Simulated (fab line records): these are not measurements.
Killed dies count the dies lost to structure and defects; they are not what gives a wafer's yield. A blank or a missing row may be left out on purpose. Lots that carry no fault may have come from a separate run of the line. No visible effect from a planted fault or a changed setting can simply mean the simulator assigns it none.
Which tool is to blame?	flow nandHarc	72 wafers from 24 lots sampled at 6 of the route's 1302 steps

WHAT EACH GAUGE READ, for each wafer
The record holds no reading of a measuring or inspecting step that can be judged against a usual standard deviation.

WHAT TOOL EACH LOT RAN ON (gives the tool, then ch and the chambers of the sampled wafers, and finally the start)
lot	NHARC_A_STAIRCASE_DESCUM_219	NHARC_A_STAIRCASE_ETCH_221	NHARC_A_STAIRCASE_ETCH_227	NHARC_A_STAIRCASE_ETCH_230	NHARC_A_STAIRCASE_TRIM_235	NHARC_A_STAIRCASE_STRIP_238
L075	rieDiel-06 ch 1,2, day 15 22:50	rieDiel-06 ch 1,2, day 16 01:03 or earlier	rieDiel-06 ch 0,1, day 16 01:03 or earlier	rieDiel-06 ch 1,2,3, day 16 01:03 or earlier	rieDiel-06 ch 2,3, day 16 01:03 or earlier	plasmaAsher-01 ch 0,1, day 16 01:03
L074	rieDiel-01 ch 0,1,2, day 16 02:01	rieDiel-01 ch 0,2,3, day 16 06:26 or earlier	rieDiel-01 ch 1,2,3, day 16 06:26 or earlier	rieDiel-11 ch 0,1,3, day 16 06:26 or earlier	rieDiel-11 ch 0,1,2, day 16 06:26 or earlier	plasmaAsher-02 ch 0,1, day 16 06:26
L076	rieDiel-11 ch 1,3, day 16 17:16	rieDiel-11 ch 0,1, day 16 20:25 or earlier	rieDiel-11 ch 0,1,3, day 16 20:25 or earlier	rieDiel-11 ch 1,2,3, day 16 20:25 or earlier	rieDiel-11 ch 0,1,2, day 16 20:25 or earlier	plasmaAsher-01 ch 0,1, day 16 20:25
L077	rieDiel-06 ch 1,2,3, day 17 15:05	rieDiel-06 ch 0,1,2, day 17 17:19 or earlier	rieDiel-06 ch 0,1,2, day 17 17:19 or earlier	rieDiel-06 ch 1,2,3, day 17 17:19 or earlier	rieDiel-06 ch 1,2,3, day 17 17:19 or earlier	plasmaAsher-01 ch 0,1, day 17 17:19
L078	rieDiel-11 ch 1,3, day 17 16:35	rieDiel-11 ch 0,1,3, day 17 21:43 or earlier	rieDiel-11 ch 0,1,3, day 17 21:43 or earlier	rieDiel-01 ch 0,3, day 17 21:43 or earlier	rieDiel-01 ch 0,1,3, day 17 21:43 or earlier	plasmaAsher-02 ch 0,1, day 17 21:43
L079	rieDiel-06 ch 0,1, day 17 18:02	rieDiel-06 ch 0,2,3, day 17 21:04 or earlier	rieDiel-06 ch 1,2,3, day 17 21:04 or earlier	rieDiel-06 ch 0,2,3, day 17 21:04 or earlier	rieDiel-06 ch 0,1,2, day 17 21:04 or earlier	plasmaAsher-01 ch 0,1, day 17 21:04
L080	rieDiel-11 ch 1,3, day 18 13:16	rieDiel-11 ch 0,3, day 18 15:29 or earlier	rieDiel-11 ch 0,2,3, day 18 15:29 or earlier	rieDiel-11 ch 0,1,3, day 18 15:29 or earlier	rieDiel-11 ch 0,2,3, day 18 15:29 or earlier	plasmaAsher-01 ch 0,1, day 18 15:29
L081	rieDiel-01 ch 0,1,2, day 18 13:31	rieDiel-01 ch 0,1,2, day 18 16:02 or earlier	rieDiel-01 ch 0,2, day 18 16:02 or earlier	rieDiel-06 ch 0,2,3, day 18 16:02 or earlier	rieDiel-06 ch 1,2,3, day 18 16:02 or earlier	plasmaAsher-01 ch 0,1, day 18 16:02
L082	rieDiel-01 ch 1,2, day 19 07:34	rieDiel-01 ch 1,2,3, day 19 13:24 or earlier	rieDiel-01 ch 1,2, day 19 13:24 or earlier	rieDiel-01 ch 1,2, day 19 13:24 or earlier	rieDiel-01 ch 1,2,3, day 19 13:24 or earlier	plasmaAsher-01 ch 0,1, day 19 13:24
L084	rieDiel-11 ch 0,1,2, day 20 00:55	rieDiel-11 ch 1,2,3, day 20 03:05 or earlier	rieDiel-11 ch 0,2,3, day 20 03:05 or earlier	rieDiel-11 ch 0,1,2, day 20 03:05 or earlier	rieDiel-11 ch 0,1,2, day 20 03:05 or earlier	plasmaAsher-02 ch 0,1, day 20 03:05
L083	rieDiel-01 ch 2,3, day 20 02:29	rieDiel-01 ch 2,3, day 20 05:14 or earlier	rieDiel-01 ch 1,2, day 20 05:14 or earlier	rieDiel-01 ch 1,2, day 20 05:14 or earlier	rieDiel-01 ch 0,2,3, day 20 05:14 or earlier	plasmaAsher-02 ch 0,1, day 20 05:14
L085	rieDiel-01 ch 0,1, day 20 11:38	rieDiel-01 ch 0,1, day 20 14:13 or earlier	rieDiel-01 ch 0,1, day 20 14:13 or earlier	rieDiel-01 ch 0,1, day 20 14:13 or earlier	rieDiel-01 ch 0,1,3, day 20 14:13 or earlier	plasmaAsher-01 ch 0,1, day 20 14:13
L086	rieDiel-06 ch 0,2,3, day 21 02:01	rieDiel-06 ch 0,2, day 21 04:20 or earlier	rieDiel-06 ch 0,1,2, day 21 04:20 or earlier	rieDiel-11 ch 0,1,2, day 21 04:20 or earlier	rieDiel-11 ch 0,1,2, day 21 04:20 or earlier	plasmaAsher-02 ch 0,1, day 21 04:20
L087	rieDiel-01 ch 0,1,2, day 21 05:20	rieDiel-01 ch 0,2,3, day 21 08:02 or earlier	rieDiel-01 ch 1,2, day 21 08:02 or earlier	rieDiel-11 ch 0,1, day 21 08:02 or earlier	rieDiel-11 ch 1,2,3, day 21 08:02 or earlier	plasmaAsher-01 ch 0,1, day 21 08:02
L088	rieDiel-01 ch 0,2,3, day 21 21:27	rieDiel-01 ch 0,1, day 21 23:41 or earlier	rieDiel-01 ch 1,2, day 21 23:41 or earlier	rieDiel-01 ch 0,3, day 21 23:41 or earlier	rieDiel-01 ch 0,1,3, day 21 23:41 or earlier	plasmaAsher-02 ch 0,1, day 21 23:41
L089	rieDiel-01 ch 0,3, day 22 10:23	rieDiel-01 ch 0,1,3, day 22 12:47 or earlier	rieDiel-01 ch 2,3, day 22 12:47 or earlier	rieDiel-06 ch 0,2,3, day 22 12:47 or earlier	rieDiel-06 ch 0,1,2, day 22 12:47 or earlier	plasmaAsher-01 ch 0,1, day 22 12:47
L090	rieDiel-01 ch 0,3, day 22 20:35	rieDiel-01 ch 0,1,3, day 23 01:50 or earlier	rieDiel-01 ch 0,1, day 23 01:50 or earlier	rieDiel-06 ch 0,1,3, day 23 01:50 or earlier	rieDiel-06 ch 0,1,3, day 23 01:50 or earlier	plasmaAsher-02 ch 0,1, day 23 01:50
L091	rieDiel-11 ch 1,2,3, day 23 15:39	rieDiel-11 ch 1,2,3, day 23 17:56 or earlier	rieDiel-11 ch 0,1,3, day 23 17:56 or earlier	rieDiel-11 ch 0,2,3, day 23 17:56 or earlier	rieDiel-11 ch 0,1,3, day 23 17:56 or earlier	plasmaAsher-01 ch 0,1, day 23 17:56
L092	rieDiel-01 ch 0,1,2, day 23 15:55	rieDiel-01 ch 0,1, day 23 18:13 or earlier	rieDiel-01 ch 0,1,2, day 23 18:13 or earlier	rieDiel-06 ch 0,1, day 23 18:13 or earlier	rieDiel-06 ch 0,1,2, day 23 18:13 or earlier	plasmaAsher-01 ch 0,1, day 23 18:13
L093	rieDiel-06 ch 0,1,2, day 24 08:52	rieDiel-06 ch 0,2, day 24 11:39 or earlier	rieDiel-06 ch 0,1,2, day 24 11:39 or earlier	rieDiel-06 ch 1,3, day 24 11:39 or earlier	rieDiel-06 ch 0,1,3, day 24 11:39 or earlier	plasmaAsher-01 ch 0,1, day 24 11:39
L095	rieDiel-11 ch 0,2,3, day 24 15:49	rieDiel-11 ch 0,1,2, day 24 18:44 or earlier	rieDiel-11 ch 0,3, day 24 18:44 or earlier	rieDiel-11 ch 0,1,3, day 24 18:44 or earlier	rieDiel-11 ch 1,2,3, day 24 18:44 or earlier	plasmaAsher-02 ch 0,1, day 24 18:44
L096	rieDiel-11 ch 0,1,3, day 24 17:46	rieDiel-11 ch 0,1, day 24 20:12 or earlier	rieDiel-11 ch 0,2,3, day 24 20:12 or earlier	rieDiel-11 ch 0,2,3, day 24 20:12 or earlier	rieDiel-11 ch 0,3, day 24 20:12 or earlier	plasmaAsher-01 ch 0,1, day 24 20:12
L094	rieDiel-01 ch 0,1,2, day 24 20:04	rieDiel-01 ch 0,2,3, day 24 22:14 or earlier	rieDiel-01 ch 0,2,3, day 24 22:14 or earlier	rieDiel-11 ch 0,2,3, day 24 22:14 or earlier	rieDiel-11 ch 0,1,2, day 24 22:14 or earlier	plasmaAsher-01 ch 0,1, day 24 22:14
L097	rieDiel-11 ch 1,2,3, day 25 11:25	rieDiel-11 ch 0,2,3, day 25 13:38 or earlier	rieDiel-11 ch 0,1,2, day 25 13:38 or earlier	rieDiel-01 ch 1,2,3, day 25 13:38 or earlier	rieDiel-01 ch 0,1,3, day 25 13:38 or earlier	plasmaAsher-02 ch 0,1, day 25 13:38
- NHARC_A_STAIRCASE_DESCUM_219: chemistry O2, time 3 s.
- NHARC_A_STAIRCASE_ETCH_221: etches the open film in C4F8/O2, target depth 100 nm, time 40.5 s.
- NHARC_A_STAIRCASE_ETCH_227: etches the open film in C4F8/O2, target depth 100 nm, time 40.5 s.
- NHARC_A_STAIRCASE_ETCH_230: etches the open film in C4F8/O2, target depth 100 nm, time 40.5 s.
- NHARC_A_STAIRCASE_TRIM_235: chemistry O2, time 211.2 s.
- NHARC_A_STAIRCASE_STRIP_238: strips in O2.

AS READ BY THE TOOLS THEMSELVES (means over the sampled wafers that have a number; for cases with no such wafer, the mark the record gives instead)
NHARC_A_STAIRCASE_DESCUM_219. Usual: drypumpMotorCurrentA 5.6 A, standard deviation 0.53; o2FlowSccm 199.9 sccm, standard deviation 0.62; oesProductAu 1.002 a.u., standard deviation 0.016; rfVppV 57.7 V, standard deviation 0.92; showerheadPlenumPTorr 1.92 Torr, standard deviation 0.098; throttleValvePct 11.313 %, standard deviation 0.0081.
lot	tool	drypumpMotorCurrentA (A)	o2FlowSccm (sccm)	oesProductAu (a.u.)	rfVppV (V)	showerheadPlenumPTorr (Torr)	throttleValvePct (%)	flag
L075	rieDiel-06	5.9	200.0	1.017	57.9	1.82	11.321	
L074	rieDiel-01	5.9	200.2	1.002	58.0	1.93	11.310	
L076	rieDiel-11	5.1	199.8	0.982	58.0	1.81	11.312	
L077	rieDiel-06	5.8	200.1	1.013	58.0	1.82	11.318	
L078	rieDiel-11	5.3	200.0	0.987	58.2	1.84	11.313	
L079	rieDiel-06	5.9	199.7	1.002	56.6	1.78	11.316	
L080	rieDiel-11	5.1	200.1	0.982	56.8	1.80	11.310	
L081	rieDiel-01	5.9	200.5	1.010	57.6	2.03	11.311	
L082	rieDiel-01	6.2	200.3	1.009	58.1	2.04	11.310	
L084	rieDiel-11	5.2	199.5	0.990	58.6	1.95	11.308	
L083	rieDiel-01	6.0	199.9	1.009	58.1	1.94	11.311	
L085	rieDiel-01	5.6	200.3	1.009	58.0	2.01	11.318	
L086	rieDiel-06	5.7	199.9	1.009	57.1	1.81	11.308	
L087	rieDiel-01	5.9	199.4	1.008	59.0	2.03	11.313	
L088	rieDiel-01	6.1	200.0	1.014	57.9	1.96	11.319	
L089	rieDiel-01	5.7	199.4	0.993	57.6	1.91	11.321	
L090	rieDiel-01	5.8	200.1	1.012	57.9	1.94	11.314	
L091	rieDiel-11	5.4	199.8	0.986	58.3	1.94	11.310	
L092	rieDiel-01	5.9	199.2	0.998	58.8	2.02	11.317	
L093	rieDiel-06	5.8	200.0	1.017	57.0	1.91	11.311	
L095	rieDiel-11	5.4	199.6	1.000	58.2	1.87	11.317	
L096	rieDiel-11	5.0	199.7	0.990	57.0	1.93	11.312	
L094	rieDiel-01	5.9	199.9	1.004	59.0	2.01	11.311	
L097	rieDiel-11	5.5	199.8	0.988	58.1	1.94	11.306	

NHARC_A_STAIRCASE_ETCH_221. Usual: oesProductAu 0.940 a.u., standard deviation 0.018; rfVppV 897 V, standard deviation 6.2.
lot	tool	oesProductAu (a.u.)	rfVppV (V)	flag
L075	rieDiel-06	0.959	892	
L074	rieDiel-01	0.927	900	
L076	rieDiel-11	0.921	889	
L077	rieDiel-06	0.933	890	
L078	rieDiel-11	0.945	891	
L079	rieDiel-06	0.951	889	
L080	rieDiel-11	0.934	894	
L081	rieDiel-01	0.938	903	
L082	rieDiel-01	0.930	901	
L084	rieDiel-11	0.941	898	
L083	rieDiel-01	0.941	897	
L085	rieDiel-01	0.931	902	
L086	rieDiel-06	0.961	891	
L087	rieDiel-01	0.944	899	
L088	rieDiel-01	0.952	903	
L089	rieDiel-01	0.951	901	
L090	rieDiel-01	0.926	899	
L091	rieDiel-11	0.917	898	
L092	rieDiel-01	0.925	903	
L093	rieDiel-06	0.932	890	
L095	rieDiel-11	0.922	898	
L096	rieDiel-11	0.934	897	
L094	rieDiel-01	0.952	899	
L097	rieDiel-11	0.958	893	

NHARC_A_STAIRCASE_ETCH_227. Usual: oesProductAu 0.943 a.u., standard deviation 0.016; rfVppV 896 V, standard deviation 6.4.
lot	tool	oesProductAu (a.u.)	rfVppV (V)	flag
L075	rieDiel-06	0.959	888	
L074	rieDiel-01	0.938	895	
L076	rieDiel-11	0.942	891	
L077	rieDiel-06	0.952	890	
L078	rieDiel-11	0.934	891	
L079	rieDiel-06	0.945	889	
L080	rieDiel-11	0.948	894	
L081	rieDiel-01	0.949	901	
L082	rieDiel-01	0.952	903	
L084	rieDiel-11	0.946	894	
L083	rieDiel-01	0.950	905	
L085	rieDiel-01	0.958	902	
L086	rieDiel-06	0.940	890	
L087	rieDiel-01	0.935	904	
L088	rieDiel-01	0.937	904	
L089	rieDiel-01	0.950	900	
L090	rieDiel-01	0.947	901	
L091	rieDiel-11	0.936	897	
L092	rieDiel-01	0.941	902	
L093	rieDiel-06	0.955	895	
L095	rieDiel-11	0.954	892	
L096	rieDiel-11	0.951	894	
L094	rieDiel-01	0.936	898	
L097	rieDiel-11	0.945	897	

NHARC_A_STAIRCASE_ETCH_230. Usual: oesProductAu 0.953 a.u., standard deviation 0.023; rfVppV 896 V, standard deviation 6.3.
lot	tool	oesProductAu (a.u.)	rfVppV (V)	flag
L075	rieDiel-06	0.952	891	
L074	rieDiel-11	0.918	891	
L076	rieDiel-11	0.939	892	
L077	rieDiel-06	0.955	889	
L078	rieDiel-01	0.968	899	
L079	rieDiel-06	0.937	890	
L080	rieDiel-11	0.943	892	
L081	rieDiel-06	0.973	889	
L082	rieDiel-01	0.950	904	
L084	rieDiel-11	0.929	898	
L083	rieDiel-01	0.946	904	
L085	rieDiel-01	0.951	902	
L086	rieDiel-11	0.954	898	
L087	rieDiel-11	0.975	901	
L088	rieDiel-01	0.947	898	
L089	rieDiel-06	0.975	896	
L090	rieDiel-06	0.969	900	
L091	rieDiel-11	0.942	894	
L092	rieDiel-06	0.974	899	
L093	rieDiel-06	0.967	906	
L095	rieDiel-11	0.938	897	
L096	rieDiel-11	0.941	893	
L094	rieDiel-11	0.975	893	
L097	rieDiel-01	0.980	900	

NHARC_A_STAIRCASE_TRIM_235. Usual: drypumpMotorCurrentA 5.6 A, standard deviation 0.52; o2FlowSccm 500.2 sccm, standard deviation 1.5; oesProductAu 1.002 a.u., standard deviation 0.019; rfVppV 57.7 V, standard deviation 0.89; showerheadPlenumPTorr 3.53 Torr, standard deviation 0.18; throttleValvePct 17.036 %, standard deviation 0.0094.
lot	tool	drypumpMotorCurrentA (A)	o2FlowSccm (sccm)	oesProductAu (a.u.)	rfVppV (V)	showerheadPlenumPTorr (Torr)	throttleValvePct (%)	flag
L075	rieDiel-06	5.6	500.2	1.007	57.3	3.37	17.037	
L074	rieDiel-11	5.2	499.1	1.001	57.8	3.43	17.029	
L076	rieDiel-11	5.2	500.5	0.987	56.5	3.43	17.044	
L077	rieDiel-06	5.8	500.5	1.009	57.2	3.36	17.032	
L078	rieDiel-01	5.6	499.9	1.000	58.9	3.65	17.036	
L079	rieDiel-06	5.8	500.1	1.010	57.3	3.36	17.042	
L080	rieDiel-11	5.4	499.6	1.012	57.3	3.48	17.038	
L081	rieDiel-06	5.8	501.3	1.000	57.4	3.36	17.044	
L082	rieDiel-01	5.9	499.0	1.007	58.5	3.67	17.037	
L084	rieDiel-11	5.2	500.0	0.992	56.7	3.59	17.029	
L083	rieDiel-01	6.1	501.5	1.005	58.3	3.62	17.038	
L085	rieDiel-01	5.6	500.6	0.998	57.6	3.64	17.033	
L086	rieDiel-11	5.2	498.9	0.996	58.5	3.58	17.035	
L087	rieDiel-11	5.4	498.4	0.998	57.2	3.58	17.041	
L088	rieDiel-01	5.6	500.2	0.997	58.2	3.63	17.033	
L089	rieDiel-06	5.8	499.7	1.006	58.2	3.52	17.029	
L090	rieDiel-06	5.9	499.3	0.997	57.2	3.63	17.034	
L091	rieDiel-11	5.0	499.9	1.000	57.2	3.56	17.041	
L092	rieDiel-06	5.8	502.9	1.016	57.0	3.52	17.043	
L093	rieDiel-06	5.8	501.8	1.000	58.1	3.63	17.038	
L095	rieDiel-11	5.4	500.4	0.985	57.9	3.57	17.031	
L096	rieDiel-11	5.0	499.9	1.012	56.6	3.44	17.034	
L094	rieDiel-11	5.2	501.7	0.993	57.5	3.57	17.043	
L097	rieDiel-01	5.6	501.4	0.997	58.5	3.62	17.026	

NHARC_A_STAIRCASE_STRIP_238. Usual: drypumpMotorCurrentA 6.0 A, standard deviation 0.31; heaterPowerW 325 W, standard deviation 34.
lot	tool	drypumpMotorCurrentA (A)	heaterPowerW (W)	flag
L075	plasmaAsher-01	6.2	318	
L074	plasmaAsher-02	5.8	351	
L076	plasmaAsher-01	6.2	295	
L077	plasmaAsher-01	6.2	323	
L078	plasmaAsher-02	5.6	351	
L079	plasmaAsher-01	6.3	320	
L080	plasmaAsher-01	6.2	298	
L081	plasmaAsher-01	6.2	321	
L082	plasmaAsher-01	6.2	319	
L084	plasmaAsher-02	5.7	355	
L083	plasmaAsher-02	5.7	355	
L085	plasmaAsher-01	6.2	295	
L086	plasmaAsher-02	5.7	356	
L087	plasmaAsher-01	6.2	319	
L088	plasmaAsher-02	5.7	360	
L089	plasmaAsher-01	6.2	318	
L090	plasmaAsher-02	5.7	358	
L091	plasmaAsher-01	6.2	292	
L092	plasmaAsher-01	6.2	294	
L093	plasmaAsher-01	6.2	289	
L095	plasmaAsher-02	5.7	356	
L096	plasmaAsher-01	6.2	290	
L094	plasmaAsher-01	6.2	310	
L097	plasmaAsher-02	5.6	362	

THE ANSWER, worked out from the rows above alone
Rule: a lot is off if the mean of its wafers that have a number lies more than 3 standard deviations from the usual mean. Also off: a lot with no number at a reading for which 4 or more lots have one. Where the step has rows for the other lots, those lots are counted as sound. After the gauges, taken in route order, come the tools' own readings; for these a lot's mean is taken, as printed above. At the first step where some lot is off, the reading lying furthest off is the one used; lots without a number count as furthest.
No lot is off at any reading shown: from this, nothing can be told.

WHAT THE SIMULATOR HAD PUT IN
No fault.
